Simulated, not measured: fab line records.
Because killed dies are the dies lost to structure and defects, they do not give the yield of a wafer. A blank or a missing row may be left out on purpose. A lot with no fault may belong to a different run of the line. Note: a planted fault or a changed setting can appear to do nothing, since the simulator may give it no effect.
The tool behind it: which one? ; flow nand harc ; 12 lots with 36 wafers sampled at 6 steps, on a route of 1159 steps

## WHAT EACH GAUGE READ, for each wafer
NHARC_P_GATE_CD_MEAS_46 targets a cd of 720 nm.
lot;measured;on;cd nm (nm)
L385;day 5 15:13;cd sem-01;719.4 721.2 719.4
L386;day 6 04:35;cd sem-02;721.2 722.0 719.7
L388;day 6 15:31;cd sem-02;720.7 721.1 723.2
L390;day 6 20:27;cd sem-01;718.1 718.0 719.0
L392;day 7 07:47;cd sem-01;719.3 719.9 719.5
L391;day 7 07:59;cd sem-03;718.9 719.2 719.5
L394;day 8 01:16;cd sem-02;720.3 721.2 721.2
L396;day 8 15:32;cd sem-02;718.6 718.9 720.0
L398;day 9 00:31;cd sem-02;- - -
L397;day 9 01:52;cd sem-02;721.2 719.8 720.4
L399;day 9 13:53;cd sem-03;718.7 720.7 719.2
L406;day 10 21:23;cd sem-03;719.3 719.8 720.4

NHARC_END_SORT_01.
lot;measured;on;killed at array;killed at other;killed at periphery;killed dies;killed open;killed short
L398;day 22 17:02;prober-02;42 40 49;0 0 0;635 637 628;677 677 677;1 5 5;1 3 4

## WHICH TOOL RAN EACH LOT (tool, then ch and the chambers of the sampled wafers, then the start)
lot;NHARC_P_GATE_ALD_36;NHARC_P_GATE_EXPOSE_43;NHARC_P_GATE_DESCUM_61;NHARC_P_GATE_STRIP_112
L385;ald sin-02 ch 0,1, day 5 03:51;krf scanner-04 ch 0, day 5 15:04;rie diel-02 ch 0,1, day 5 17:08;plasma asher-01 ch 0, day 5 17:31
L386;ald sin-02 ch 2,3, day 5 15:56;krf scanner-02 ch 0, day 6 04:26;rie diel-02 ch 1,2, day 6 06:25;plasma asher-01 ch 0,1, day 6 06:47
L388;ald sin-03 ch 0,1,3, day 6 05:00;krf scanner-04 ch 0, day 6 15:22;rie diel-02 ch 0,1,2, day 6 17:26;plasma asher-01 ch 0,1, day 6 17:49
L390;ald sin-01 ch 0,1, day 6 11:07;krf scanner-04 ch 0, day 6 20:18;rie diel-02 ch 2,3, day 6 22:14;plasma asher-02 ch 0,1, day 6 22:41
L392;ald sin-03 ch 1,2,3, day 6 21:12;krf scanner-04 ch 0, day 7 07:38;rie diel-11 ch 1,2,3, day 7 09:44;plasma asher-01 ch 0,1, day 7 10:08
L391;ald sin-01 ch 0,1,3, day 6 21:23;krf scanner-01 ch 0, day 7 07:50;rie diel-11 ch 0,2,3, day 7 09:55;plasma asher-02 ch 0,1, day 7 10:22
L394;ald sin-02 ch 1,2, day 7 15:58;krf scanner-01 ch 0, day 8 01:07;rie diel-02 ch 0,2, day 8 03:13;plasma asher-02 ch 0,1, day 8 10:07
L396;ald sin-01 ch 0,1,2, day 8 04:59;krf scanner-02 ch 0, day 8 15:23;rie diel-11 ch 0,2,3, day 8 17:35;plasma asher-01 ch 1, day 8 17:59
L398;ald sin-01 ch 0,2,3, day 8 13:57;krf scanner-01 ch 0, day 9 00:23;rie diel-02 ch 0,1, day 9 02:29;plasma asher-02 ch 0,1, day 9 02:56
L397;ald sin-03 ch 0,3, day 8 14:37;krf scanner-01 ch 0, day 9 01:43;rie diel-02 ch 0,2,3, day 9 03:53;plasma asher-02 ch 0,1, day 9 04:14
L399;ald sin-02 ch 0,1,2, day 9 03:26;krf scanner-01 ch 0, day 9 13:44;rie diel-02 ch 0,1,3, day 9 15:58;plasma asher-02 ch 0,1, day 9 16:21
L406;ald sin-01 ch 0,1,3, day 10 13:02;krf scanner-01 ch 0, day 10 21:13;rie diel-02 ch 0,2, day 10 23:19;plasma asher-01 ch 0,1, day 10 23:44
- NHARC_P_GATE_ALD_36: deposits SiNx, target thk 20 nm, pulse time 60 s, ald cycles 223.
- NHARC_P_GATE_EXPOSE_43: exposes mask P NSD, target cd 720 nm.
- NHARC_P_GATE_DESCUM_61: chemistry O2, time 3 s.
- NHARC_P_GATE_STRIP_112: strips in N2/H2, time 200 s.

## AS READ BY THE TOOLS THEMSELVES (means over the sampled wafers that have a number; for cases with no such wafer, the mark the record gives instead)
NHARC_P_GATE_ALD_36.
lot;tool;heater power w (W);precursor pulse height rel
L385;ald sin-02;840;1.018
L386;ald sin-02;883;0.990
L388;ald sin-03;788;0.996
L390;ald sin-01;774;1.020
L392;ald sin-03;877;1.018
L391;ald sin-01;778;1.009
L394;ald sin-02;865;1.003
L396;ald sin-01;833;0.977
L398;ald sin-01;812;0.989
L397;ald sin-03;652;0.992
L399;ald sin-02;852;1.016
L406;ald sin-01;811;0.991

NHARC_P_GATE_DESCUM_61.
lot;tool;drypump motor current A (A);oes product au (a.u.);rf vpp V (V);showerhead plenum p Torr (Torr);throttle valve pct (%)
L385;rie diel-02;5.4;1.004;58.3;1.99;11.319
L386;rie diel-02;5.3;1.007;57.4;1.86;11.306
L388;rie diel-02;5.6;0.999;57.2;1.93;11.315
L390;rie diel-02;5.6;1.004;57.1;1.87;11.311
L392;rie diel-11;5.7;1.010;58.6;1.97;11.307
L391;rie diel-11;5.3;1.005;57.7;1.96;11.312
L394;rie diel-02;5.8;1.001;57.2;1.88;11.306
L396;rie diel-11;5.3;1.005;58.5;1.96;11.315
L398;rie diel-02;5.4;1.004;58.2;1.98;11.310
L397;rie diel-02;5.9;0.997;57.6;1.94;11.311
L399;rie diel-02;5.7;0.992;58.8;2.00;11.316
L406;rie diel-02;6.0;0.998;58.1;1.95;11.322

NHARC_P_GATE_STRIP_112.
lot;tool;drypump motor current A (A);heater power w (W)
L385;plasma asher-01;5.6;87
L386;plasma asher-01;5.2;81
L388;plasma asher-01;5.1;81
L390;plasma asher-02;5.6;91
L392;plasma asher-01;5.2;81
L391;plasma asher-02;5.3;88
L394;plasma asher-02;5.4;89
L396;plasma asher-01;5.0;77
L398;plasma asher-02;5.5;87
L397;plasma asher-02;5.3;85
L399;plasma asher-02;5.6;87
L406;plasma asher-01;5.4;85

## THE ANSWER, worked out from the rows above alone
Rule: usual is defined by the lots themselves. Put in order of their means at a reading, lots are off if they are a third of the lots or fewer, leave a main group of 4 or more, and stand apart from it by a gap of 3 or more times the standard deviation of the main group's means; of several such gaps the widest counts. If all means in a main group match to the digits the tables above print for the reading, that group is not used. Also off: a lot with no number at a reading for which 4 or more lots have one. Where the step has rows for the other lots, those lots are counted as sound. After the gauges, taken in route order, come the tools' own readings; for these a lot's mean is taken, as printed above. The first step at which some lot is off is used, and at that step the reading that is off furthest; a lot without a number counts as furthest.
Off: L398, at NHARC_P_GATE_CD_MEAS_46 (cd nm). Without a number there: L398. The main group has a mean of 720.0 nm with a standard deviation of 0.91.
A tool fits if, at a process step before that reading, it ran every lot that is off, and no sound lot after the first of them. Gauges at NHARC_P_GATE_CD_MEAS_46: tried the same way as those tools. Not one of the candidates tried fits.

## WHAT WAS PUT IN BY THE SIMULATOR
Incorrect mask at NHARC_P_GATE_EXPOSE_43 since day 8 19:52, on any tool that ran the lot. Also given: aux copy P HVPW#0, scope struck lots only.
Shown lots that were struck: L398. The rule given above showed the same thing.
